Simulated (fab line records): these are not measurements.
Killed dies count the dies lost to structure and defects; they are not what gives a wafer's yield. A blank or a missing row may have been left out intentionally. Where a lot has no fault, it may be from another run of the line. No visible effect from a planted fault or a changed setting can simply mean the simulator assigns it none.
fab line records -- flow n5-finfet -- part 2 of 2: steps 23 to 32 of 32
record: lots: 5, wafers: 15, last-day: 17
route steps=1938 shown STI_FIN_REVEAL@187 DUMMY_GATE@212
lots that met no fault: from a run of the same line without faults
start-h: hours from the record's first day to the start of the lot's first wafer shown -- wait-h: hours from the lot's prior step to this one -- " the same as in the row above -- L1.1+2: a single row standing in for several wafers -- - value missing, or start not given -- * or withheld: withheld -- < > ~ a bound
route shown NAME@n: a module of which the file shows steps, and the number in the route of the first -- usual: mean/standard deviation of fault-free wafers -- same: alike in all rows -- chamber/n: place in a boat -- sites: each site's reading -- _std_site: how widely they spread, as a standard deviation -- _edge_site: mean of outer sites minus mean of inner sites -- radius-mm: how far each site lies from the wafer's centre -- mask NAME#n: copy n -- behind: the tool/chamber that last shaped the wafer -- hold: why the lot went on hold/how many hours it stayed there/how the hold came to an end -- device: whichever transistor did not switch (one of n, p or np) -- end of line: the route-end tests of the same wafers -- a step without rows: its recipe alone -- killed: the dies lost at the first sort to structure and to defects; this is not the yield of the wafer -- map: shows each die of a wafer: x if killed, . if not, _ if none is there
set.NAME: the run value of the setting; set.NAME@STEP: its run value at that earlier step -- model.NAME: the simulator's own value behind a step, which no gauge read
lots seen at some steps along the route; tables by step, rows by wafer
services: when a tool's chamber went out of use (start-h, in hours from the record's first day, below 0 if earlier), for how many hours, and the reason
== steps ==
step: N5_STI_FIN_REVEAL_PRECLEAN_18
recipe: chemistry: SC2, time-s: 45, temp-c: 35, mix: 1:1:50
usual: bath-heat-duty-pct: 3.3/0.5
lot.wafer,tool,chamber,start-h,wait-h,bath-heat-duty-pct
L075.1,wet-bench-06,7,43.28,0.0,3.1
L075.2,wet-bench-06,6,43.28,0.0,3.8
L075.5,wet-bench-06,1,43.28,0.0,2.6
L083.4,wet-bench-06,6,91.35,0.0,3.0
L083.5,wet-bench-06,3,91.35,0.0,4.2
L083.6,wet-bench-06,2,91.35,0.0,3.6
L088.1,wet-bench-05,5,121.51,0.0,4.1
L088.2,wet-bench-05,0,121.51,0.0,2.9
L088.6,wet-bench-05,3,121.51,0.0,2.9
L089.1,wet-bench-05,1,127.38,0.0,2.9
L089.4,wet-bench-05,2,127.38,0.0,2.9
L089.6,wet-bench-05,7,127.38,0.0,3.8
L097.2,wet-bench-01,6,177.28,0.0,3.4
L097.4,wet-bench-01,4,177.28,0.0,4.2
L097.5,wet-bench-01,7,177.28,0.0,4.0
step: N5_STI_FIN_REVEAL_SRD_28
recipe: dry: ipa-marangoni, time-s: 30, temp-c: 23, rinse-liquid: diw
usual: bath-heat-duty-pct: 3.7/0.54
lot.wafer,tool,chamber,start-h,wait-h,bath-heat-duty-pct
L075.1,wet-bench-06,7,43.29,0.0,2.8
L075.2,wet-bench-06,6,43.29,0.0,3.6
L075.5,wet-bench-06,1,43.29,0.0,3.8
L083.4,wet-bench-06,6,91.36,0.0,3.0
L083.5,wet-bench-06,3,91.36,0.0,5.3
L083.6,wet-bench-06,2,91.36,0.0,3.8
L088.1,wet-bench-05,5,121.53,0.0,4.2
L088.2,wet-bench-05,0,121.53,0.0,3.1
L088.6,wet-bench-05,3,121.53,0.0,3.5
L089.1,wet-bench-05,1,127.40,0.0,3.3
L089.4,wet-bench-05,2,127.40,0.0,4.4
L089.6,wet-bench-05,7,127.40,0.0,3.9
L097.2,wet-bench-01,6,177.30,0.0,3.1
L097.4,wet-bench-01,4,177.30,0.0,3.4
L097.5,wet-bench-01,7,177.30,0.0,3.7
step: N5_STI_FIN_REVEAL_INSPECT_13
recipe: inspect-instrument: darkfield, mode: post-clean
usual: raw-defect-count: 11/4.7
lot.wafer,tool,chamber,start-h,wait-h,raw-defect-count
L075.1,defect-inspect-01,-,43.33,0.0,6
L075.2,defect-inspect-01,-,43.33,0.0,7
L075.5,defect-inspect-01,-,43.33,0.0,11
L083.4,defect-inspect-01,-,91.41,0.0,21
L083.5,defect-inspect-01,-,91.41,0.0,12
L083.6,defect-inspect-01,-,91.41,0.0,15
L088.1,defect-inspect-02,-,121.57,0.0,12
L088.2,defect-inspect-02,-,121.57,0.0,3
L088.6,defect-inspect-02,-,121.57,0.0,10
L089.1,defect-inspect-01,-,127.44,0.0,8
L089.4,defect-inspect-01,-,127.44,0.0,10
L089.6,defect-inspect-01,-,127.44,0.0,10
L097.2,defect-inspect-01,-,177.34,0.0,18
L097.4,defect-inspect-01,-,177.34,0.0,21
L097.5,defect-inspect-01,-,177.34,0.0,13
step: N5_DUMMY_GATE_PRECLEAN_00
recipe: chemistry: O3/DIW, time-s: 60, temp-c: 22, o3-ppm: 10
usual: bath-heat-duty-pct: 2.3/0.45, o3-ppm: 9.99/0.094
lot.wafer,tool,chamber,start-h,wait-h,bath-heat-duty-pct,o3-ppm
L075.1,wet-bench-04,6,43.41,0.1,2.7,9.99
L075.2,wet-bench-04,7,43.41,0.1,1.9,10.02
L075.5,wet-bench-04,5,43.41,0.1,2.1,9.91
L083.4,wet-bench-02,5,91.43,0.0,1.8,9.89
L083.5,wet-bench-02,7,91.43,0.0,2.4,9.92
L083.6,wet-bench-02,0,91.43,0.0,2.1,9.85
L088.1,wet-bench-03,0,121.59,0.0,2.7,9.83
L088.2,wet-bench-03,5,121.59,0.0,2.7,9.98
L088.6,wet-bench-03,3,121.59,0.0,2.0,10.05
L089.1,wet-bench-03,7,127.47,0.0,3.2,9.96
L089.4,wet-bench-03,6,127.47,0.0,2.3,9.91
L089.6,wet-bench-03,4,127.47,0.0,2.3,10.01
L097.2,wet-bench-03,2,177.37,0.0,2.0,9.87
L097.4,wet-bench-03,3,177.37,0.0,2.0,10.13
L097.5,wet-bench-03,4,177.37,0.0,2.7,10.04
step: N5_DUMMY_GATE_SRD_01
recipe: time-s: 30, temp-c: 23, rinse-liquid: diw, dry: ipa-marangoni
usual: bath-heat-duty-pct: 3.7/0.59
lot.wafer,tool,chamber,start-h,wait-h,bath-heat-duty-pct
L075.1,wet-bench-04,6,43.43,0.0,3.6
L075.2,wet-bench-04,7,43.43,0.0,3.0
L075.5,wet-bench-04,5,43.43,0.0,3.4
L083.4,wet-bench-02,5,91.45,0.0,3.2
L083.5,wet-bench-02,7,91.45,0.0,3.0
L083.6,wet-bench-02,0,91.45,0.0,2.9
L088.1,wet-bench-03,0,121.61,0.0,4.7
L088.2,wet-bench-03,5,121.61,0.0,3.9
L088.6,wet-bench-03,3,121.61,0.0,4.2
L089.1,wet-bench-03,7,127.49,0.0,3.7
L089.4,wet-bench-03,6,127.49,0.0,3.6
L089.6,wet-bench-03,4,127.49,0.0,3.5
L097.2,wet-bench-03,2,177.39,0.0,4.1
L097.4,wet-bench-03,3,177.39,0.0,3.9
L097.5,wet-bench-03,4,177.39,0.0,2.9
step: N5_DUMMY_GATE_ALD_02
recipe: material: SiO2, target-thk-a: 20, temp-c: 300, ald-precursor-family: BDEAS, ald-co-reactant: O2-plasma, pulse-time-s: 1, pressure-torr: 2
usual: heater-power-w: 469/63, precursor-pulse-height-rel: 0.999/0.021
lot.wafer,tool,chamber,start-h,wait-h,heater-power-w,precursor-pulse-height-rel
L075.1,ald-sin-02,2,43.48,0.0,385,0.993
L075.2,ald-sin-02,1,43.48,0.0,549,1.021
L075.5,ald-sin-02,3,43.48,0.0,410,0.961
L083.4,ald-sin-02,1,91.62,0.1,567,1.023
L083.5,ald-sin-02,3,91.62,0.1,412,0.988
L083.6,ald-sin-02,0,91.62,0.1,456,1.001
L088.1,ald-sin-02,2,121.66,0.0,385,0.998
L088.2,ald-sin-02,3,121.66,0.0,413,1.032
L088.6,ald-sin-02,1,121.66,0.0,560,1.006
L089.1,ald-sin-04,1,127.54,0.0,547,1.027
L089.4,ald-sin-04,0,127.54,0.0,446,0.986
L089.6,ald-sin-04,3,127.54,0.0,410,0.969
L097.2,ald-sin-02,0,177.43,0.0,449,0.997
L097.4,ald-sin-02,3,177.43,0.0,405,0.971
L097.5,ald-sin-02,0,177.43,0.0,466,0.999
step: N5_DUMMY_GATE_CVD_03
recipe: material: a-Si, target-thk-a: 1500, temp-c: 530, precursor: SiH4, time-s: 8042
usual: spike-tc-top-C: 553/3.3, zone-power-upper-pct: 6.3/0.41
lot.wafer,tool,chamber,start-h,wait-h,spike-tc-top-C,zone-power-upper-pct
L075.1,lpcvd-01,0/90,43.59,0.1,551,5.9
L075.2,lpcvd-01,0/95,43.59,0.1,551,5.9
L075.5,lpcvd-01,0/109,43.59,0.1,551,5.9
L083.4,lpcvd-01,1/79,91.73,0.1,548,5.8
L083.5,lpcvd-01,1/84,91.73,0.1,548,5.8
L083.6,lpcvd-01,1/89,91.73,0.1,548,5.8
L088.1,lpcvd-02,0/65,121.77,0.1,553,6.3
L088.2,lpcvd-02,0/70,121.77,0.1,553,6.3
L088.6,lpcvd-02,0/89,121.77,0.1,553,6.3
L089.1,lpcvd-02,1/15,127.64,0.1,556,6.8
L089.4,lpcvd-02,1/29,127.64,0.1,556,6.8
L089.6,lpcvd-02,1/39,127.64,0.1,556,6.8
L097.2,lpcvd-02,0/20,177.54,0.1,553,6.4
L097.4,lpcvd-02,0/29,177.54,0.1,553,6.4
L097.5,lpcvd-02,0/34,177.54,0.1,553,6.4
step: N5_DUMMY_GATE_PRECLEAN_46
recipe: chemistry: DIW, time-s: 89.5, temp-c: 23
usual: bath-heat-duty-pct: 3.7/0.6
lot.wafer,tool,chamber,start-h,wait-h,bath-heat-duty-pct
L075.1,wet-bench-03,0,49.10,0.0,4.3
L075.2,wet-bench-03,3,49.10,0.0,3.9
L075.5,wet-bench-03,6,49.10,0.0,3.3
L083.4,wet-bench-04,5,95.42,0.0,3.3
L083.5,wet-bench-04,7,95.42,0.0,3.5
L083.6,wet-bench-04,6,95.42,0.0,3.7
L088.1,wet-bench-04,6,125.44,0.0,3.9
L088.2,wet-bench-04,5,125.44,0.0,3.8
L088.6,wet-bench-04,2,125.44,0.0,3.8
L089.1,wet-bench-02,7,131.33,0.0,3.2
L089.4,wet-bench-02,6,131.33,0.0,4.6
L089.6,wet-bench-02,5,131.33,0.0,3.2
L097.2,wet-bench-04,6,181.21,0.0,4.1
L097.4,wet-bench-04,3,181.21,0.0,3.5
L097.5,wet-bench-04,7,181.21,0.0,3.2
step: N5_DUMMY_GATE_SRD_47
recipe: dry-time-s: 32, dry: n2-spin, spin-rpm: 1500
usual: spin-rpm: 1500.1/0.95
lot.wafer,tool,chamber,start-h,wait-h,spin-rpm
L075.1,wet-bench-03,0,49.13,0.0,1498.7
L075.2,wet-bench-03,3,49.13,0.0,1499.3
L075.5,wet-bench-03,6,49.13,0.0,1499.9
L083.4,wet-bench-04,5,95.44,0.0,1500.7
L083.5,wet-bench-04,7,95.44,0.0,1499.5
L083.6,wet-bench-04,6,95.44,0.0,1499.0
L088.1,wet-bench-04,6,125.50,0.0,1500.7
L088.2,wet-bench-04,5,125.50,0.0,1500.9
L088.6,wet-bench-04,2,125.50,0.0,1500.8
L089.1,wet-bench-02,7,131.36,0.0,1499.3
L089.4,wet-bench-02,6,131.36,0.0,1499.2
L089.6,wet-bench-02,5,131.36,0.0,1499.6
L097.2,wet-bench-04,6,181.24,0.0,1501.8
L097.4,wet-bench-04,3,181.24,0.0,1500.6
L097.5,wet-bench-04,7,181.24,0.0,1499.1
step: N5_DUMMY_GATE_CMP_04
recipe: material: a-Si, post-cmp-clean: alkaline-brush
usual: motor-current-A: 10.0/0.94, time-to-endpoint-s: 13.9/3
lot.wafer,tool,chamber,start-h,wait-h,motor-current-A,time-to-endpoint-s
L075.2,cmp-02,3,49.22,0.1,10.0,10.7
L075.1,cmp-02,0,49.22,0.1,9.3,14.8
L075.5,cmp-02,1,49.22,0.1,10.2,8.8
L083.4,cmp-04,1,95.54,0.1,11.7,15.6
L083.6,cmp-04,3,95.54,0.1,9.2,15.9
L083.5,cmp-04,0,95.54,0.1,9.6,12.0
L088.2,cmp-01,3,125.57,0.1,9.7,13.2
L088.1,cmp-01,1,125.57,0.1,9.0,15.3
L088.6,cmp-01,3,125.57,0.1,10.2,15.0
L089.4,cmp-01,0,131.39,0.0,10.2,10.4
L089.1,cmp-01,3,131.39,0.0,10.2,12.8
L089.6,cmp-01,1,131.39,0.0,8.7,14.0
L097.2,cmp-02,0,181.33,0.1,9.7,16.5
L097.4,cmp-02,1,181.33,0.1,10.5,9.7
L097.5,cmp-02,3,181.33,0.1,9.9,13.9
== services ==
tool,chamber,start-h,hours,kind
cmp-02,-,18.77,1.8,repair
cmp-02,-,27.76,4.0,repair
rtp-anneal-02,-,31.02,4.3,pm
rie-diel-01,0,36.21,7.6,repair
rie-diel-01,2,37.04,3.7,repair
cmp-04,-,38.39,0.7,repair
rie-diel-01,3,40.19,5.7,repair
rie-diel-01,-,51.33,2.8,pm
rie-si-05,2,65.76,9.9,repair
rie-diel-05,2,79.97,7.6,repair
plasma-asher-02,-,84.72,2.5,repair
rie-diel-01,3,91.95,1.8,repair
remote-plasma-02,-,99.26,0.2,repair
cmp-02,-,100.91,0.9,repair
cmp-04,-,103.11,7.6,pm
cmp-04,-,110.72,5.7,pm
cmp-02,-,120.40,0.7,repair
rie-diel-01,3,120.80,2.2,repair
rie-diel-01,1,123.00,5.2,repair
cmp-02,-,133.65,3.4,pm
ald-sin-02,2,140.54,34.7,repair
cmp-02,-,154.38,4.4,repair
vapor-etch-01,-,162.02,0.9,repair
plasma-asher-01,-,167.89,10.1,repair
